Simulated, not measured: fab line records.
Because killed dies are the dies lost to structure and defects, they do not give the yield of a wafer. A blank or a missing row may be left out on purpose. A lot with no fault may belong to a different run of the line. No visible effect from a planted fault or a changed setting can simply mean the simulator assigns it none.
Which tool is to blame? + flow n5Finfet + Sampling: 8 lots, 24 wafers, 5 of 1938 route steps

WHAT EACH GAUGE READ, for each wafer
N5_BEOL_M15_RC_MEAS_101.
| lot  | measured     | on        | SERP_M13 (ohm/um) |
|------|--------------|-----------|-------------------|
| L379 | day 12 07:33 | prober-01 | 0.303 0.308 0.301 |
| L382 | day 13 04:28 | prober-01 | 0.313 0.296 0.308 |
| L383 | day 13 08:34 | prober-02 | 0.309 0.306 0.312 |
| L384 | day 13 20:41 | prober-01 | 0.315 0.305 0.303 |
| L386 | day 14 03:27 | prober-02 | 0.307 0.307 0.307 |
| L388 | day 14 12:07 | prober-02 | 0.307 0.309 0.308 |
| L398 | day 17 07:16 | prober-01 | 0.327 0.337 0.325 |
| L401 | day 18 16:37 | prober-01 | 0.306 0.302 0.307 |

EACH LOT AND THE TOOL THAT RAN IT (in order: tool; ch and the chambers of the sampled wafers; start)
| lot  | N5_HKMG_FIN_WET_ETCH_73            | N5_BEOL_M15_STRIP_63                         | N5_BEOL_M15_STRIP_64                         | N5_BEOL_M15_SPUTTER_43      |
|------|------------------------------------|----------------------------------------------|----------------------------------------------|-----------------------------|
| L379 | wetBench-02 ch 4,5,6, day 4 12:39  | rieDiel-05 ch 0,2,3, day 12 05:33 or earlier | rieDiel-05 ch 0,2,3, day 12 05:33 or earlier | pvdSputter-02, day 12 05:33 |
| L382 | wetBench-02 ch 0,3,7, day 5 07:51  | rieDiel-03 ch 0,2,3, day 13 02:50 or earlier | rieDiel-03 ch 0,2,3, day 13 02:50 or earlier | pvdSputter-03, day 13 02:50 |
| L383 | wetBench-02 ch 0,4,6, day 5 11:52  | rieDiel-05 ch 0,1, day 13 07:07 or earlier   | rieDiel-05 ch 0,1, day 13 07:07 or earlier   | pvdSputter-01, day 13 07:07 |
| L384 | wetBench-02 ch 1,2,7, day 5 23:56  | rieDiel-03 ch 0,1,2, day 13 19:14 or earlier | rieDiel-03 ch 0,1,2, day 13 19:14 or earlier | pvdSputter-03, day 13 19:14 |
| L386 | wetBench-02 ch 1,3,6, day 6 08:01  | rieDiel-04 ch 1,2, day 14 02:03 or earlier   | rieDiel-04 ch 1,2, day 14 02:03 or earlier   | pvdSputter-03, day 14 02:03 |
| L388 | wetBench-05 ch 1,3,7, day 6 23:07  | rieDiel-05 ch 0,1, day 14 10:38 or earlier   | rieDiel-05 ch 0,1, day 14 10:38 or earlier   | pvdSputter-01, day 14 10:38 |
| L398 | wetBench-02 ch 3,4,6, day 9 08:55  | rieDiel-04 ch 0,1,2, day 17 05:48 or earlier | rieDiel-04 ch 0,1,2, day 17 05:48 or earlier | pvdSputter-01, day 17 05:48 |
| L401 | wetBench-03 ch 3,4,7, day 10 03:15 | rieDiel-04 ch 1,2,3, day 18 15:18 or earlier | rieDiel-04 ch 1,2,3, day 18 15:18 or earlier | pvdSputter-03, day 18 15:18 |
- N5_HKMG_FIN_WET_ETCH_73: etches the open film in SC1, time 42.3 s, target depth 1.3 nm, rinse time 30 s.
- N5_BEOL_M15_STRIP_63: strips in O2.
- N5_BEOL_M15_STRIP_64: strips in O2.
- N5_BEOL_M15_SPUTTER_43: material TaN, target thk 15 nm, time 24.19 s.

THE ANSWER, worked out from the rows above alone
Rule: what is usual is taken from the lots themselves. Put in order of their means at a reading, lots are off if they are a third of the lots or fewer, leave a main group of 4 or more, and stand apart from it by a gap of 3 or more times the standard deviation of the main group's means; of several such gaps the widest counts. If all means in a main group match to the digits the tables above print for the reading, that group is not used. Also off: a lot with no number at a reading for which 4 or more lots have one. All remaining lots with rows at the step are treated as sound.
Off: L398, seen at N5_BEOL_M15_RC_MEAS_101 (SERP_M13). The main group: mean 0.307 ohm/um, standard deviation 0.0017.
If a tool, at a process step before that reading, ran all the lots that are off and no sound lot after the first of them, it fits. Gauges at N5_BEOL_M15_RC_MEAS_101: tried the same way as those tools. N5_BEOL_M15_STRIP_63 gives no start for some lots, so the hours and the order of its lots are those of N5_BEOL_M15_SPUTTER_43. N5_BEOL_M15_STRIP_64 gives no start for some lots, so the hours and the order of its lots are those of N5_BEOL_M15_SPUTTER_43. Can't be told from this: 2 tools fit, wetBench-02 at N5_HKMG_FIN_WET_ETCH_73, pvdSputter-01 at N5_BEOL_M15_SPUTTER_43.

WHAT HAD BEEN PUT IN BY THE SIMULATOR
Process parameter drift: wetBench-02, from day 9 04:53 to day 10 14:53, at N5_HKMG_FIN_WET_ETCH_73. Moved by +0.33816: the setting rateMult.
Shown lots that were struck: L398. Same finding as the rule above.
